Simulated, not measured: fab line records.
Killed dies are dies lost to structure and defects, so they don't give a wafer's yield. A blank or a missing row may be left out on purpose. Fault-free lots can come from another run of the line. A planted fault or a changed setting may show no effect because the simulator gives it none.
Struck lot and sound lot, side by side / flow nandHarc / 15 steps out of a route of 1302
Sound: the wafers L947.3, L947.4, L947.5. The struck wafers were L939.1, L939.2, L939.4. At the end, the cause is stated.
Per side, at each step with rows, come the tool, then ch with its chambers, and then its first start. Under that, the readings that differ: sound wafers / struck wafers / difference of the means / sigmas: that difference in standard deviations of wafers without a fault.
alike: readings with means less than 2 such deviations apart, plus words and numbers identical on both sides. not compared: withheld readings, readings lacking a value on some wafer, bounds such as >300 that could conceal the same value, and numbers that have no deviation in the record and whose values overlap.
Wherever a step has rows on one side only, a row that says differs or no value, or a row with sigmas, the two part there. When numbers do not overlap yet have no deviation, they are printed without sigmas and do not part them. Lack of a reading on every wafer of one side parts them only where that side has two or more wafers.

NHARC_A_M1_ETCH_35: etches the open film in N2/H2, target depth 40 nm, overetch 12 nm, time 43.94 s.
  sound on rieDiel-02 ch 2,3, day 31 07:32; struck on rieDiel-11 ch 0,2,3, day 28 03:49
  alike: drypumpMotorCurrentA, oesProductAu, rfVppV, showerheadPlenumPTorr, throttleValvePct
  not compared: rfHoursCounterH
then, 1 step without rows for these wafers: NHARC_A_M1_ETCH_15 (etches the open film in C4F8/Ar, target depth 182.5 nm, time 91.2 s).
NHARC_A_M1_CD_MEAS_16:
  sound: cdSem-03 at day 31 07:47; struck: cdSem-02 at day 28 04:02
  alike: cdNm
then, 1 step without rows for these wafers: NHARC_A_M1_STRIP_18 (strips in N2/H2).
NHARC_A_M1_ETCH_28: etches the open film in CF4/N2, target depth 30 nm, time 72.99 s.
  sound: rieDiel-02 ch 1,3; struck: rieDiel-11 ch 0,1,2
  alike: drypumpMotorCurrentA, oesProductAu, rfVppV, showerheadPlenumPTorr, throttleValvePct
  not compared: rfHoursCounterH
then, 3 steps without rows for these wafers: NHARC_A_M1_STRIP_19 (strips in post etch residue remover, time 600 s); NHARC_A_M1_DEGAS_29 (time 60 s); NHARC_A_M1_PRE_CLEAN_30 (time 30 s).
NHARC_A_M1_PVD_20: deposits TaN, target thk 5 nm, time 8.06 s.
  sound on pvdSputter-02; struck on pvdSputter-01
  alike: biasV, throttleValvePct
NHARC_A_M1_PVD_21: deposits Cu, target thk 30 nm, time 20.49 s.
  sound on pvdSputter-02; struck on pvdSputter-01
  alike: throttleValvePct
then, 1 step without rows for these wafers: NHARC_A_M1_ECD_22 (material Cu, target thk 400 nm).
NHARC_A_M1_ANNEAL_31: time 90 s.
  sound on rtpAnneal-02 ch 0, day 31 09:20; struck on rtpAnneal-02 ch 0, day 28 05:29
  alike: wafer_temp_C_max
NHARC_A_M1_CMP_23: polishes, t overpolish 20 s, target thk 154.34 nm.
  sound on cmp-02 ch 0,1, day 31 09:35; struck on cmp-04 ch 0,2,3, day 28 05:50
  no value came back on the struck wafers for edgeZonePressureFrac, motorCurrentA (A), timeToEndpointS (s); on the sound wafers edgeZonePressureFrac reads 1.008 0.998 0.995
NHARC_A_M1_THK_MEAS_24: measures by xrf.
  sound: filmMetro-01 at day 31 09:53; struck: filmMetro-01 at day 28 06:08
reading=thkNm (nm); sound=156.6 154.7 156.1; struck=396.6 396.7 393.5; difference=+239.8; sigmas=+99 or more
next, for these wafers, 1 step has no rows: NHARC_A_M1_SRD_25.

== WHERE THEY PART ==
At NHARC_A_M1_CMP_23 first; at NHARC_A_M1_THK_MEAS_24 last (within this record only).

WHY: whatever the simulator had introduced
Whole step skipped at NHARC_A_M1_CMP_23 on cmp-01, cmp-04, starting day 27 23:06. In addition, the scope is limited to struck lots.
